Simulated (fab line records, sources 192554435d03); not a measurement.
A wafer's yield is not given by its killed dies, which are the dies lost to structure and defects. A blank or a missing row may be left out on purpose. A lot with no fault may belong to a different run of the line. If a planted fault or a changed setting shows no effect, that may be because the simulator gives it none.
Matching of chambers :: flow n5Finfet :: N5_BEOL_M0_SAQP_ETCH_101 on rieDiel-06 has 4 sister chambers
The step etches SiNx in CH3F/O2, target depth 29.9 nm, time 42.7 s. 4 wafers are shown with their chamber, then 7 later ones without.

## WAFERS PAIRED WITH THEIR CHAMBERS
wafer: L082.3
chamber: 0
showerheadPlenumPTorr (Torr): 2.07

wafer: L083.3
chamber: 2
showerheadPlenumPTorr (Torr): 2.13

wafer: L085.2
chamber: 1
showerheadPlenumPTorr (Torr): 1.84

wafer: L085.3
chamber: 3
showerheadPlenumPTorr (Torr): 1.97

## WAFERS WITH NO CHAMBER GIVEN
wafer: L085.5
showerheadPlenumPTorr (Torr): 1.97

wafer: L087.1
showerheadPlenumPTorr (Torr): 1.97

wafer: L087.4
showerheadPlenumPTorr (Torr): 1.84

wafer: L087.5
showerheadPlenumPTorr (Torr): 2.06

wafer: L096.2
showerheadPlenumPTorr (Torr): 2.12

wafer: L096.3
showerheadPlenumPTorr (Torr): 2.06

wafer: L096.5
showerheadPlenumPTorr (Torr): 2.06

## WHICH CHAMBER EACH WENT THROUGH
wafer: L085.5
from the rows above: 3
in truth: 3

wafer: L087.1
from the rows above: 3
in truth: 3

wafer: L087.4
from the rows above: 1
in truth: 1

wafer: L087.5
from the rows above: 0
in truth: 0

wafer: L096.2
from the rows above: 2
in truth: 2

wafer: L096.3
from the rows above: 0
in truth: 0

wafer: L096.5
from the rows above: 0
in truth: 0
Placed correctly: 7 of 7. Left unplaced by these rows: 0. Number placed wrongly: 0.
How it was worked out, from the rows above alone: a wafer's distance from a chamber is the root of the sum, over the readings, of the square of ((its reading less the chamber's mean) divided by the reading's scatter). The wafer belongs to the nearest chamber; if the next one is less than 2 further off, it can't be placed. Each chamber's mean is taken over the wafers shown for it. The scatter: root of mean squared gap, hidden wafer to nearest shown wafer, with one shown wafer a chamber.
